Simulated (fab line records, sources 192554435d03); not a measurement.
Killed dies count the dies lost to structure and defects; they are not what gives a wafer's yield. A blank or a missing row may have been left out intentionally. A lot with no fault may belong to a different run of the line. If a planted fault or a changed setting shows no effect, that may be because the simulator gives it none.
fab line records	flow n5_finfet
record: lots: 15	wafers: 45	last_day: 17
route steps=1938 shown BEOL_M0_SAQP@636 BEOL_M4@1111
lots that met no fault: taken from a fault-free run of the same line
start_h: hours from the record's opening day to when the first of the lot's shown wafers began	wait_h: how many hours have passed since the lot's step before this one	" unchanged from the row above	L1.1+2: a row that stands for several wafers	- no value present, or no start provided	* or withheld: withheld	< > ~ a bound
route shown NAME@n: names a module that has steps shown in the file, with the first one's number in the route	usual: mean/standard deviation of fault-free wafers	same: alike in all rows	chamber/n: place in a boat	sites: each site's reading	_std_site: standard deviation of those values	_edge_site: the outer-site mean with the inner-site mean subtracted	radius_mm: how far each site lies from the wafer's centre	mask NAME#n: copy n	behind: the tool/chamber that last shaped the wafer	hold: why the lot was held/for how many hours/how that ended	device: transistor that didn't switch, given as n, p or np	end of line: the tests these same wafers got at the end of their route	step lacking rows: just its recipe	killed: count of dies lost to structure and defects at first sort (not the wafer's yield)	map: dies across one wafer; x = killed, . = not, _ = none there
set.NAME: the setting as run; set.NAME@STEP: as run at that earlier step	model.NAME: the simulator's own value behind a step, which no gauge read
one table for each step of the route and one row for each wafer, over a sample of lots
services: a tool's chamber out of use, with start hour (start_h, from the record's first day; less than 0 if before it), hours out, and reason
== steps ==
step: N5_BEOL_M0_SAQP_PECVD_96
recipe: material: a-Si	target_thk_a: 450	temp_c: 350	precursor: SiH4/He	pressure_torr: 3	rf_w: 100	time_s: 45.2
usual: chamber_pressure_Torr: 3.001/0.0062	heater_power_w: 588/71	showerhead_plenum_p_Torr: 5.65/0.083	throttle_valve_pct: 18.8/1.2
lot.wafer	tool	chamber	start_h	wait_h	chamber_pressure_Torr	heater_power_w	showerhead_plenum_p_Torr	throttle_valve_pct
L695.3	pecvd-04	0	119.87	0.0	2.994	491	5.49	18.6
L695.5	"	2	"	"	3.005	486	5.66	21.2
L695.6	"	0	"	"	3.005	491	5.48	18.8
L696.1	pecvd-01	1	122.55	0.0	2.997	659	5.66	19.1
L696.3	"	2	"	"	2.996	616	5.68	16.4
L696.5	"	2	"	"	2.993	620	5.68	16.8
L697.1	pecvd-04	1	136.66	0.0	3.005	558	5.67	18.2
L697.5	"	1	"	"	3.001	536	5.67	18.2
L697.6	"	0	"	"	2.996	564	5.49	18.7
L700.1	pecvd-04	2	145.46	0.0	2.992	454	5.67	21.5
L700.2	"	1	"	"	2.994	530	5.67	18.1
L700.5	"	0	"	"	3.000	575	5.47	18.7
L701.1	pecvd-01	1	151.81	0.0	3.006	641	5.66	19.3
L701.2	"	2	"	"	3.001	658	5.69	16.6
L701.5	"	1	"	"	3.013	656	5.64	18.9
L702.2	pecvd-04	0	157.55	0.0	3.003	543	5.47	18.8
L702.4	"	0	"	"	2.991	554	5.49	18.6
L702.5	"	1	"	"	3.003	524	5.68	18.0
L703.1	pecvd-04	1	162.19	0.0	3.007	530	5.67	18.2
L703.2	"	0	"	"	3.006	566	5.48	18.9
L703.5	"	0	"	"	2.998	580	5.47	18.7
L707.3	pecvd-01	2	183.24	0.0	3.004	655	5.71	16.5
L707.5	"	2	"	"	2.999	689	5.68	16.7
L707.6	"	1	"	"	2.991	672	5.66	19.1
L709.1	pecvd-02	2	199.77	0.0	2.999	562	5.72	18.9
L709.4	"	0	"	"	2.994	646	5.63	18.3
L709.6	"	2	"	"	2.998	565	5.72	18.6
L710.1	pecvd-04	1	204.78	0.0	2.999	514	5.67	18.4
L710.4	"	0	"	"	3.004	580	5.49	18.6
L710.5	"	0	"	"	3.002	582	5.49	19.0
L711.1	pecvd-04	0	211.06	0.0	3.010	567	5.48	19.1
L711.4	"	0	"	"	3.012	552	5.49	18.9
L711.5	"	1	"	"	3.011	561	5.66	18.5
L712.1	pecvd-01	0	218.57	0.0	3.012	634	5.76	18.5
L712.4	"	1	"	"	2.998	674	5.65	19.2
L712.5	"	0	"	"	3.013	644	5.74	19.0
L713.1	pecvd-04	1	222.15	0.0	3.007	468	5.68	18.0
L713.4	"	0	"	"	3.002	568	5.49	18.6
L713.6	"	0	"	"	2.998	573	5.49	18.8
L714.1	pecvd-01	0	230.92	0.0	3.002	702	5.76	18.5
L714.5	"	0	"	"	3.007	707	5.75	18.7
L714.6	"	2	"	"	2.993	670	5.69	16.9
L715.3	pecvd-02	0	234.04	0.0	3.000	616	5.63	18.5
L715.5	"	0	"	"	3.002	631	5.64	18.3
L715.6	"	2	"	"	3.009	622	5.71	18.7
step: N5_BEOL_M0_SAQP_THK_MEAS_05
usual: thk_nm: 59.6/0.75
lot.wafer	tool	chamber	start_h	wait_h	thk_nm
L695.3	film_metro-02	-	120.10	0.1	59.8
L695.5	"	-	"	"	60.3
L695.6	"	-	"	"	60.0
L696.1	film_metro-01	-	122.73	0.1	59.7
L696.3	"	-	"	"	59.3
L696.5	"	-	"	"	60.3
L697.1	film_metro-01	-	136.84	0.1	58.9
L697.5	"	-	"	"	59.6
L697.6	"	-	"	"	60.7
L700.1	film_metro-01	-	145.64	0.1	60.1
L700.2	"	-	"	"	59.0
L700.5	"	-	"	"	59.7
L701.1	film_metro-01	-	152.07	0.1	59.3
L701.2	"	-	"	"	59.0
L701.5	"	-	"	"	59.9
L702.2	film_metro-01	-	157.73	0.1	58.8
L702.4	"	-	"	"	60.3
L702.5	"	-	"	"	60.6
L703.1	film_metro-01	-	162.37	0.1	58.9
L703.2	"	-	"	"	58.8
L703.5	"	-	"	"	60.6
L707.3	film_metro-02	-	183.42	0.1	58.1
L707.5	"	-	"	"	59.6
L707.6	"	-	"	"	59.0
L709.1	film_metro-01	-	199.95	0.1	58.7
L709.4	"	-	"	"	59.0
L709.6	"	-	"	"	60.3
L710.1	film_metro-02	-	205.03	0.1	58.9
L710.4	"	-	"	"	59.9
L710.5	"	-	"	"	60.2
L711.1	film_metro-02	-	211.32	0.1	57.9
L711.4	"	-	"	"	59.3
L711.5	"	-	"	"	58.1
L712.1	film_metro-01	-	218.75	0.1	58.9
L712.4	"	-	"	"	60.2
L712.5	"	-	"	"	60.2
L713.1	film_metro-01	-	222.40	0.1	59.1
L713.4	"	-	"	"	59.4
L713.6	"	-	"	"	60.2
L714.1	film_metro-01	-	231.10	0.1	59.8
L714.5	"	-	"	"	60.6
L714.6	"	-	"	"	61.1
L715.3	film_metro-02	-	234.23	0.1	58.9
L715.5	"	-	"	"	60.2
L715.6	"	-	"	"	59.2
step: N5_BEOL_M0_SAQP_SPACER1_ETCHBACK_99
recipe: chemistry: CHF3/O2	mode: anisotropic_etchback	target: SiO2	target_depth_a: 154	time_s: 7.7	pressure_mtorr: 30	source_w: 650	bias_w: 170	Ar_flow_sccm: 200	CHF3_flow_sccm: 50	O2_flow_sccm: 5	ion_energy_ev: 200
usual: CHF3_flow_sccm: 49.99/0.16	O2_flow_sccm: 4.998/0.016	drypump_motor_current_A: 5.8/0.51	oes_product_au: 0.74/0.067	rf_vpp_V: 526/5.5	showerhead_plenum_p_Torr: 2.40/0.072	throttle_valve_pct: 19.04/0.25
lot.wafer	tool	chamber	start_h	wait_h	CHF3_flow_sccm	O2_flow_sccm	drypump_motor_current_A	oes_product_au	rf_hours_counter_h	rf_vpp_V	showerhead_plenum_p_Torr	throttle_valve_pct
L695.3	rie_diel-04	2	122.35	0.3	50.06	5.008	5.5	0.78	150	529	2.50	18.92
L695.5	"	2	"	"	50.07	4.987	5.5	0.78	-	530	2.50	18.92
L695.6	"	3	"	"	49.93	5.027	5.6	0.71	-	524	2.29	19.29
L696.1	rie_diel-04	1	124.94	0.3	50.21	5.003	6.6	0.79	143	513	2.32	18.99
L696.3	"	0	"	"	49.89	4.995	6.1	0.73	163	525	2.41	19.04
L696.5	"	2	"	"	49.89	4.964	5.5	0.77	-	530	2.50	18.91
L697.1	rie_diel-05	0	139.96	0.3	50.01	4.994	5.4	0.70	203	528	2.38	19.04
L697.5	"	0	"	"	49.90	5.006	5.4	0.70	-	528	2.38	19.01
L697.6	"	3	"	"	50.03	5.000	5.6	0.72	-	531	2.39	19.37
L700.1	rie_diel-04	1	147.60	0.3	50.10	5.007	6.6	0.78	151	513	2.31	19.01
L700.2	"	3	"	"	49.80	5.000	5.6	0.71	230	524	2.29	19.32
L700.5	"	3	"	"	49.76	5.002	5.6	0.71	-	524	2.29	19.31
L701.1	rie_diel-04	0	154.72	0.3	-	-	-	-	-	-	-	-
L701.2	"	2	"	"	-	-	-	-	-	-	-	-
L701.5	"	3	"	"	-	-	-	-	-	-	-	-
L702.2	rie_diel-05	0	159.67	0.3	-	-	-	-	-	-	-	-
L702.4	"	3	"	"	-	-	-	-	-	-	-	-
L702.5	"	0	"	"	-	-	-	-	-	-	-	-
L703.1	rie_diel-05	3	164.34	0.3	-	-	-	-	-	-	-	-
L703.2	"	0	"	"	-	-	-	-	-	-	-	-
L703.5	"	0	"	"	-	-	-	-	-	-	-	-
L707.3	rie_diel-04	2	185.35	0.3	49.95	5.003	5.5	0.76	170	529	2.50	18.94
L707.5	"	3	"	"	49.92	4.992	5.7	0.69	-	523	2.28	19.32
L707.6	"	2	"	"	49.97	5.002	5.5	0.75	-	528	2.50	18.95
L709.1	rie_diel-05	0	201.98	0.3	49.96	4.983	5.4	0.69	219	527	2.38	19.06
L709.4	"	3	"	"	49.94	4.991	5.6	0.71	204	530	2.38	19.40
L709.6	"	1	"	"	50.07	4.999	6.7	0.70	-	531	2.38	19.15
L710.1	rie_diel-02	1	207.33	0.3	50.09	4.984	5.9	0.93	15	531	2.57	18.55
L710.4	"	3	"	"	50.12	4.976	4.8	0.72	-	520	2.40	19.16
L710.5	"	3	"	"	50.02	5.004	4.8	0.73	-	521	2.40	19.18
L711.1	rie_diel-05	3	213.15	0.3	49.95	5.003	5.6	0.71	209	530	2.38	19.41
L711.4	"	3	"	"	50.31	5.021	5.6	0.71	-	531	2.38	19.42
L711.5	"	0	"	"	50.01	4.963	5.4	0.68	-	527	2.38	19.06
L712.1	rie_diel-02	0	221.01	0.3	49.63	5.012	6.0	0.69	226	522	2.38	19.32
L712.4	"	3	"	"	49.88	5.023	4.8	0.73	200	520	2.40	19.17
L712.5	"	0	"	"	49.95	5.037	6.0	0.69	-	522	2.38	19.32
L713.1	rie_diel-05	3	224.45	0.4	50.00	4.993	5.6	0.70	213	532	2.38	19.43
L713.4	"	0	"	"	49.98	4.974	5.4	0.68	-	528	2.38	19.06
L713.6	"	1	"	"	50.31	4.988	6.6	0.69	-	532	2.38	19.14
L714.1	rie_diel-02	1	233.23	0.6	49.88	5.005	5.9	0.92	25	529	2.56	18.57
L714.5	"	3	"	"	50.09	5.035	4.8	0.73	-	520	2.40	19.18
L714.6	"	2	"	"	49.89	4.991	5.5	0.75	-	533	2.41	18.68
L715.3	rie_diel-02	0	236.19	0.3	50.08	5.014	6.0	0.70	230	522	2.38	19.32
L715.5	"	2	"	"	49.93	5.007	5.5	0.74	-	532	2.41	18.68
L715.6	"	1	"	"	49.95	5.036	5.9	0.92	-	529	2.56	18.56
step: N5_BEOL_M0_SAQP_MANDREL1_REMOVE_100
recipe: chemistry: HBr/Cl2/O2	bt_time_s: 10	target: a-Si	stop_on: SiNx	endpoint: OES-SiCl	over_etch_frac: 0.85	icp_w: 600	bias_w: 30	HBr_flow_sccm: 150	Cl2_flow_sccm: 80	O2_flow_sccm: 5	pressure_mtorr: 10
usual: drypump_motor_current_A: 5.8/0.37	oes_product_au: 0.993/0.015	throttle_valve_pct: 36.71/0.26
lot.wafer	tool	chamber	start_h	wait_h	drypump_motor_current_A	oes_product_au	rf_hours_counter_h	throttle_valve_pct
L695.3	rie_si-03	1	122.43	0.1	6.1	1.010	25	37.14
L695.5	"	0	"	"	6.0	0.993	-	36.71
L695.6	"	1	"	"	6.1	1.002	-	37.15
L696.1	rie_si-04	3	125.03	0.1	6.5	0.996	110	36.47
L696.3	"	1	"	"	5.5	1.008	143	36.83
L696.5	"	0	"	"	5.6	0.983	-	36.57
L697.1	rie_si-06	2	140.05	0.1	5.1	0.961	152	36.94
L697.5	"	2	"	"	5.2	0.982	-	36.95
L697.6	"	3	"	"	5.5	1.000	-	36.97
L700.1	rie_si-04	0	147.69	0.1	5.6	0.988	137	36.58
L700.2	"	1	"	"	5.5	1.015	143	36.84
L700.5	"	1	"	"	5.5	1.014	-	36.83
L701.1	rie_si-06	2	154.81	0.1	5.2	0.377	153	36.94
L701.2	"	3	"	"	5.5	0.387	121	36.95
L701.5	"	0	"	"	5.5	0.370	-	36.32
L702.2	rie_si-03	1	159.76	0.1	6.1	0.378	26	37.13
L702.4	"	1	"	"	6.1	0.382	-	37.14
L702.5	"	3	"	"	5.2	0.368	-	36.33
L703.1	rie_si-06	1	164.43	0.1	6.0	0.377	140	36.46
L703.2	"	2	"	"	5.2	0.366	153	36.94
L703.5	"	0	"	"	5.5	0.365	-	36.34
L707.3	rie_si-03	1	185.44	0.1	6.1	1.021	27	37.13
L707.5	"	0	"	"	6.0	1.006	-	36.71
L707.6	"	1	"	"	6.1	1.007	-	37.14
L709.1	rie_si-03	1	202.06	0.1	6.1	1.015	27	37.13
L709.4	"	2	"	"	6.1	0.995	184	36.80
L709.6	"	2	"	"	6.1	1.004	-	36.79
L710.1	rie_si-03	1	207.45	0.1	6.1	1.006	27	37.14
L710.4	"	2	"	"	6.2	0.986	-	36.80
L710.5	"	3	"	"	5.2	0.979	-	36.33
L711.1	rie_si-03	1	213.24	0.1	6.1	1.007	27	37.13
L711.4	"	3	"	"	5.2	0.982	110	36.34
L711.5	"	3	"	"	5.2	0.980	-	36.32
L712.1	rie_si-03	1	221.10	0.1	6.2	1.013	27	37.14
L712.4	"	0	"	"	6.0	1.000	137	36.72
L712.5	"	3	"	"	5.2	0.974	-	36.32
L713.1	rie_si-03	0	224.54	0.1	6.0	1.007	137	36.71
L713.4	"	3	"	"	5.2	0.986	111	36.34
L713.6	"	0	"	"	6.0	1.001	-	36.69
L714.1	rie_si-03	0	233.32	0.1	6.0	1.000	137	36.69
L714.5	"	2	"	"	6.1	0.992	-	36.80
L714.6	"	3	"	"	5.2	0.985	-	36.33
L715.3	rie_si-04	1	236.28	0.1	5.6	1.012	145	36.83
L715.5	"	2	"	"	5.7	0.974	-	36.78
L715.6	"	3	"	"	6.4	0.997	-	36.47
step: N5_BEOL_M0_SAQP_CD_MEAS_25
recipe: target_cd_nm: 13.1	landing_energy_ev: 1000	detector: se_inlens
usual: cd_nm: 12.80/0.22
lot.wafer	tool	chamber	start_h	wait_h	cd_nm
L695.3	cd_sem-02	0	122.55	0.1	12.30
L695.5	"	0	"	"	12.62
L695.6	"	0	"	"	12.75
L696.1	cd_sem-02	0	125.14	0.1	12.76
L696.3	"	0	"	"	12.49
L696.5	"	0	"	"	12.66
L697.1	cd_sem-01	0	140.16	0.1	12.89
L697.5	"	0	"	"	12.88
L697.6	"	0	"	"	12.82
L700.1	cd_sem-02	0	147.80	0.1	12.39
L700.2	"	0	"	"	13.19
L700.5	"	0	"	"	12.62
L701.1	cd_sem-01	0	154.92	0.1	-
L701.2	"	0	"	"	-
L701.5	"	0	"	"	-
L702.2	cd_sem-01	0	159.87	0.1	-
L702.4	"	0	"	"	-
L702.5	"	0	"	"	-
L703.1	cd_sem-02	0	164.53	0.1	-
L703.2	"	0	"	"	-
L703.5	"	0	"	"	-
L707.3	cd_sem-02	0	185.55	0.1	12.85
L707.5	"	0	"	"	12.65
L707.6	"	0	"	"	13.13
L709.1	cd_sem-02	0	202.17	0.1	13.00
L709.4	"	0	"	"	12.34
L709.6	"	0	"	"	12.65
L710.1	cd_sem-01	0	207.56	0.1	13.04
L710.4	"	0	"	"	12.74
L710.5	"	0	"	"	12.37
L711.1	cd_sem-02	0	213.35	0.1	13.29
L711.4	"	0	"	"	13.18
L711.5	"	0	"	"	12.94
L712.1	cd_sem-02	0	221.21	0.1	12.69
L712.4	"	0	"	"	12.93
L712.5	"	0	"	"	12.73
L713.1	cd_sem-01	0	224.65	0.1	12.46
L713.4	"	0	"	"	12.64
L713.6	"	0	"	"	12.61
L714.1	cd_sem-01	0	233.43	0.1	12.83
L714.5	"	0	"	"	12.86
L714.6	"	0	"	"	12.89
L715.3	cd_sem-02	0	236.39	0.1	12.79
L715.5	"	0	"	"	12.83
L715.6	"	0	"	"	12.29
step: N5_BEOL_M0_SAQP_ETCH_101
recipe: chemistry: CH3F/O2	target: SiNx	mask_material: SiO2	target_depth_a: 299	time_s: 42.7	pressure_mtorr: 30	source_w: 395	bias_w: 73	Ar_flow_sccm: 150	CH3F_flow_sccm: 30	O2_flow_sccm: 20	ion_energy_ev: 120
usual: drypump_motor_current_A: 5.8/0.54	oes_product_au: 0.74/0.07	rf_vpp_V: 298/3.4	showerhead_plenum_p_Torr: 1.99/0.057	throttle_valve_pct: 16.51/0.24
lot.wafer	tool	chamber	start_h	wait_h	drypump_motor_current_A	oes_product_au	rf_hours_counter_h	rf_vpp_V	showerhead_plenum_p_Torr	throttle_valve_pct
L695.3	rie_diel-05	1	122.58	0.0	6.7	0.72	189	300	1.98	16.58
L695.5	"	2	"	"	5.5	0.71	-	292	1.97	16.35
L695.6	"	1	"	"	6.7	0.72	-	302	1.98	16.57
L696.1	rie_diel-05	0	125.24	0.1	5.4	0.70	198	300	1.98	16.49
L696.3	"	1	"	"	6.7	0.72	190	302	1.98	16.57
L696.5	"	3	"	"	5.6	0.73	-	301	1.98	16.83
L697.1	rie_diel-04	2	140.20	0.0	5.5	0.76	156	299	2.08	16.39
L697.5	"	0	"	"	6.1	0.73	-	297	2.00	16.52
L697.6	"	1	"	"	6.6	0.79	-	290	1.92	16.49
L700.1	rie_diel-04	1	147.90	0.1	6.6	0.78	151	291	1.92	16.48
L700.2	"	0	"	"	6.1	0.73	171	298	2.00	16.54
L700.5	"	0	"	"	6.1	0.73	-	298	2.00	16.54
L701.1	rie_diel-02	2	154.96	0.0	5.6	0.28	130	302	2.01	16.10
L701.2	"	3	"	"	4.8	0.28	178	294	2.00	16.55
L701.5	"	0	"	"	6.0	0.27	-	297	1.98	16.71
L702.2	rie_diel-05	2	159.92	0.0	5.5	0.26	236	295	1.97	16.31
L702.4	"	3	"	"	5.6	0.27	194	302	1.98	16.78
L702.5	"	2	"	"	5.5	0.27	-	295	1.97	16.31
L703.1	rie_diel-04	0	164.57	0.0	6.1	0.27	175	297	2.00	16.49
L703.2	"	3	"	"	5.7	0.26	235	298	1.89	16.72
L703.5	"	3	"	"	5.6	0.27	-	297	1.89	16.72
L707.3	rie_diel-02	1	185.59	0.0	5.9	0.95	9	300	2.14	15.99
L707.5	"	3	"	"	4.8	0.74	-	296	2.00	16.64
L707.6	"	0	"	"	6.0	0.70	-	295	1.98	16.77
L709.1	rie_diel-04	3	202.32	0.1	5.6	0.69	248	298	1.89	16.82
L709.4	"	0	"	"	6.1	0.71	187	296	2.00	16.56
L709.6	"	1	"	"	6.6	0.75	-	291	1.91	16.51
L710.1	rie_diel-02	1	208.10	0.5	5.9	0.94	15	301	2.13	15.98
L710.4	"	3	"	"	4.8	0.73	-	295	1.99	16.65
L710.5	"	1	"	"	5.9	0.93	-	299	2.13	15.96
L711.1	rie_diel-05	3	213.38	0.0	5.6	0.70	209	301	1.98	16.87
L711.4	"	1	"	"	6.7	0.70	-	301	1.97	16.62
L711.5	"	0	"	"	5.4	0.69	-	299	1.97	16.54
L712.1	rie_diel-02	1	221.27	0.1	5.9	0.93	20	299	2.13	15.99
L712.4	"	2	"	"	5.6	0.74	147	302	2.00	16.18
L712.5	"	1	"	"	5.9	0.93	-	300	2.13	15.99
L713.1	rie_diel-04	2	224.70	0.1	5.5	0.75	183	300	2.07	16.44
L713.4	"	2	"	"	5.5	0.75	-	300	2.07	16.44
L713.6	"	0	"	"	6.1	0.72	-	298	1.99	16.59
L714.1	rie_diel-02	0	233.47	0.0	6.0	0.70	229	297	1.97	16.80
L714.5	"	1	"	"	5.9	0.92	-	301	2.13	16.00
L714.6	"	2	"	"	5.6	0.74	-	303	2.00	16.20
L715.3	rie_diel-05	3	236.43	0.0	5.6	0.69	217	301	1.97	16.89
L715.5	"	1	"	"	6.7	0.69	-	300	1.97	16.64
L715.6	"	0	"	"	5.4	0.68	-	297	1.97	16.54
step: N5_BEOL_M0_SAQP_RECESS_109
recipe: chemistry: HF/NH3	target: SiO2	target_depth_a: 30	afs_cycles: 1	temp_c: 30	sublimation_temp_c: 180	sublimation_time_s: 60
usual: drypump_motor_current_A: 6.0/0.49	foreline_p_Torr: 0.1281/0.00062
same: afs_cycles: 1
lot.wafer	tool	chamber	start_h	wait_h	drypump_motor_current_A	foreline_p_Torr
L695.3	vapor_etch-01	1	123.45	0.1	6.3	0.1280
L695.5	"	1	"	"	6.3	0.1270
L695.6	"	0	"	"	6.5	0.1284
L696.1	vapor_etch-02	0	126.19	0.0	5.2	0.1280
L696.3	"	0	"	"	5.2	0.1278
L696.5	"	0	"	"	5.2	0.1280
L697.1	vapor_etch-02	1	141.03	0.0	5.9	0.1274
L697.5	"	1	"	"	6.0	0.1279
L697.6	"	0	"	"	5.2	0.1280
L700.1	vapor_etch-01	1	148.73	0.0	6.3	0.1276
L700.2	"	0	"	"	6.5	0.1285
L700.5	"	1	"	"	6.3	0.1280
L701.1	vapor_etch-02	1	155.79	0.0	5.9	0.1291
L701.2	"	0	"	"	5.2	0.1277
L701.5	"	0	"	"	5.2	0.1277
L702.2	vapor_etch-02	0	160.99	0.3	5.2	0.1277
L702.4	"	0	"	"	5.2	0.1274
L702.5	"	1	"	"	6.0	0.1281
L703.1	vapor_etch-01	0	165.40	0.0	6.5	0.1285
L703.2	"	1	"	"	6.3	0.1276
L703.5	"	1	"	"	6.2	0.1278
L707.3	vapor_etch-01	1	186.46	0.1	6.3	0.1278
L707.5	"	1	"	"	6.3	0.1292
L707.6	"	0	"	"	6.5	0.1288
L709.1	vapor_etch-01	1	203.16	0.0	6.3	0.1286
L709.4	"	0	"	"	6.5	0.1274
L709.6	"	0	"	"	6.5	0.1282
L710.1	vapor_etch-01	0	209.20	0.0	6.5	0.1291
L710.4	"	1	"	"	6.4	0.1280
L710.5	"	1	"	"	6.3	0.1299
L711.1	vapor_etch-01	1	214.33	0.0	6.3	0.1275
L711.4	"	1	"	"	6.2	0.1284
L711.5	"	0	"	"	6.5	0.1274
L712.1	vapor_etch-01	1	222.10	0.0	6.3	0.1290
L712.4	"	0	"	"	6.4	0.1291
L712.5	"	1	"	"	6.3	0.1279
L713.1	vapor_etch-02	0	225.53	0.0	5.2	0.1279
L713.4	"	1	"	"	6.0	0.1285
L713.6	"	1	"	"	6.0	0.1290
L714.1	vapor_etch-01	1	234.41	0.1	6.3	0.1276
L714.5	"	0	"	"	6.5	0.1284
L714.6	"	1	"	"	6.3	0.1273
L715.3	vapor_etch-01	1	237.37	0.1	6.3	0.1290
L715.5	"	0	"	"	6.5	0.1288
L715.6	"	1	"	"	6.3	0.1285
step: N5_BEOL_M4_RC_MEAS_101
usual: DIBL_N: 36.3/1.2	DIBL_P: 36.3/1.4	IOFF_N: 0.157/0.02	IOFF_P: 0.22/0.033	ION_N: 675/9.6	ION_P: 465/8.2	SS_N: 71.4/0.45	SS_P: 73.3/0.54	VT_N: 249.8/2.5	VT_P: -249/3.2
lot.wafer	tool	chamber	start_h	wait_h	DIBL_N[mV/V]	DIBL_P[mV/V]	IOFF_N[nA/um]	IOFF_P[nA/um]	ION_N[uA/um]	ION_P[uA/um]	SS_N[mV/dec]	SS_P[mV/dec]	VT_N[mV]	VT_P[mV]
L696.1	prober-01	0	187.88	0.0	34.6	34.8	0.128	0.16	665	455	71.2	72.0	251.3	-256
L696.3	"	0	"	"	35.1	34.9	0.132	0.17	662	453	71.7	72.3	251.7	-253
L696.5	"	0	"	"	35.3	35.1	0.137	0.17	668	455	71.2	71.9	253.9	-254
L695.3	prober-02	0	203.36	0.3	36.7	37.4	0.161	0.24	684	475	72.0	73.4	247.5	-247
L695.5	"	0	"	"	37.9	38.7	0.190	0.26	687	467	71.9	74.0	248.9	-249
L695.6	"	0	"	"	36.8	37.3	0.162	0.23	678	468	71.4	74.3	249.6	-249
L697.1	prober-01	0	215.64	0.0	36.5	35.2	0.145	0.20	677	465	71.7	73.1	253.5	-251
L697.5	"	0	"	"	37.5	37.4	0.176	0.24	690	477	71.7	73.4	246.0	-247
L697.6	"	0	"	"	36.6	34.6	0.138	0.19	674	460	71.2	73.4	252.7	-251
L700.1	prober-01	0	234.87	0.0	36.2	35.5	0.137	0.18	668	456	71.4	73.1	252.1	-252
L700.2	"	0	"	"	37.5	37.2	0.155	0.21	684	468	71.9	73.3	253.2	-252
L700.5	"	0	"	"	36.2	35.9	0.140	0.18	673	459	71.1	72.8	251.5	-253
L707.3	prober-01	0	252.24	0.3	34.5	34.8	0.155	0.19	679	468	71.6	73.8	249.4	-252
L707.5	"	0	"	"	34.2	34.3	0.146	0.18	681	459	70.7	72.8	247.7	-255
L707.6	"	0	"	"	33.8	34.0	0.141	0.17	670	459	71.5	72.9	248.8	-256
L710.1	prober-02	0	274.00	0.0	36.0	35.9	0.160	0.20	683	463	71.2	73.4	249.9	-250
L710.4	"	0	"	"	36.0	36.1	0.152	0.20	672	461	71.7	72.8	249.2	-252
L710.5	"	0	"	"	36.0	36.1	0.159	0.20	685	463	71.2	72.5	248.5	-251
L709.1	prober-02	0	284.71	0.0	36.3	36.0	0.133	0.20	666	461	71.5	72.2	254.8	-251
L709.4	"	0	"	"	37.1	36.6	0.149	0.21	677	464	71.6	72.6	251.3	-247
L709.6	"	0	"	"	37.9	38.3	0.163	0.24	686	477	71.9	74.0	249.4	-248
L711.1	prober-02	0	299.64	0.0	35.0	35.0	0.143	0.25	674	464	72.2	73.6	251.8	-248
L711.4	"	0	"	"	35.3	35.0	0.149	0.23	677	472	71.7	73.6	252.1	-247
L711.5	"	0	"	"	34.5	33.3	0.137	0.21	687	473	71.4	73.2	250.9	-248
L712.1	prober-01	0	299.75	0.0	35.0	33.2	0.123	0.15	654	443	70.7	73.8	256.3	-256
L712.4	"	0	"	"	35.9	34.8	0.141	0.17	665	450	71.5	73.9	254.5	-258
L712.5	"	0	"	"	35.8	34.6	0.130	0.17	650	442	71.2	73.9	257.1	-256
L713.1	prober-02	0	300.57	0.2	35.0	35.5	0.126	0.18	653	459	70.5	72.8	254.0	-251
L713.4	"	0	"	"	35.4	36.4	0.127	0.19	661	460	71.3	73.2	254.7	-251
L713.6	"	0	"	"	34.6	35.6	0.115	0.18	658	459	70.8	73.1	254.7	-252
L714.1	prober-02	0	308.98	0.0	38.3	38.4	0.206	0.26	675	463	72.1	74.6	247.8	-247
L714.5	"	0	"	"	37.7	38.6	0.195	0.26	675	467	72.2	73.5	247.5	-249
L714.6	"	0	"	"	38.1	38.6	0.199	0.26	692	474	71.5	73.9	244.4	-245
L715.3	prober-02	0	315.34	0.3	37.2	37.3	0.186	0.26	691	481	71.4	74.0	247.1	-246
L715.5	"	0	"	"	37.1	36.7	0.174	0.25	683	473	71.6	74.1	249.6	-247
L715.6	"	0	"	"	35.9	34.6	0.154	0.22	689	474	70.7	73.9	253.2	-250
== services ==
tool	chamber	start_h	hours	kind
rie_diel-04	3	97.35	10.8	repair
rie_diel-04	-	100.48	4.0	repair
pecvd-02	-	106.83	2.8	pm
vapor_etch-02	-	115.18	0.1	repair
rie_diel-02	-	139.51	0.9	repair
pecvd-02	0	142.29	5.6	repair
rie_si-04	3	148.11	34.1	repair
pecvd-01	0	148.21	20.6	repair
rie_si-03	2	158.56	4.0	repair
rie_si-04	1	171.52	1.6	repair
pecvd-01	2	196.46	8.4	repair
vapor_etch-02	-	200.01	0.4	repair
rie_diel-02	0	202.66	7.8	repair
rie_si-03	0	204.71	4.4	repair
rie_diel-02	2	206.69	6.6	repair
rie_diel-05	2	209.91	-	clean
rie_diel-05	2	209.91	-	consumable_replace:focus_ring
rie_diel-05	2	209.91	14.9	scheduled_down
rie_diel-05	2	209.91	14.9	vent_cycle
vapor_etch-02	-	212.12	0.4	repair
rie_si-06	3	227.95	20.4	repair
rie_si-06	2	228.45	2.3	repair
pecvd-04	-	229.84	4.3	pm
pecvd-04	-	236.77	3.5	repair
== key ==
first_sign: step: N5_BEOL_M0_SAQP_SPACER1_ETCHBACK_99	reading: tool_record	direction: missing
effect: step: N5_BEOL_M0_SAQP_MANDREL1_REMOVE_100	reading: oes_product_au	direction: down	sigmas: 42	usual: 0.993	struck: 0.374
effect: step: N5_BEOL_M0_SAQP_CD_MEAS_25	reading: cd_nm	direction: missing
effect: step: N5_BEOL_M0_SAQP_ETCH_101	reading: oes_product_au	direction: down	sigmas: 6.8	usual: 0.74	struck: 0.27
met_at N5_BEOL_M0_SAQP_SPACER1_ETCHBACK_99
struck_lots L701,L702,L703
later_rows_left_out L701.1,L701.2,L701.5,L702.2,L702.4,L702.5,L703.1,L703.2,L703.5
sort_left_out L701.1,L701.2,L701.5,L702.2,L702.4,L702.5,L703.1,L703.2,L703.5
not_acting_at N5_BEOL_M0_SAQP_PECVD_96,N5_BEOL_M0_SAQP_THK_MEAS_05,N5_BEOL_M0_SAQP_RECESS_109
onset_between 147.60 154.72
fault: kind: skipped_step_whole	tool: rie_diel-04,rie_diel-05	chamber: -	onset_h: 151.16	steps: N5_BEOL_M0_SAQP_SPACER1_ETCHBACK_99	scope: struck_lots_only
sort_left_out: the simulated sort isn't trusted on such a fault, so these wafers' sort isn't shown, and their yield isn't known
later_rows_left_out: the simulator's readings of these wafers behind a module that went badly wrong aren't trusted and aren't shown, but for the sort
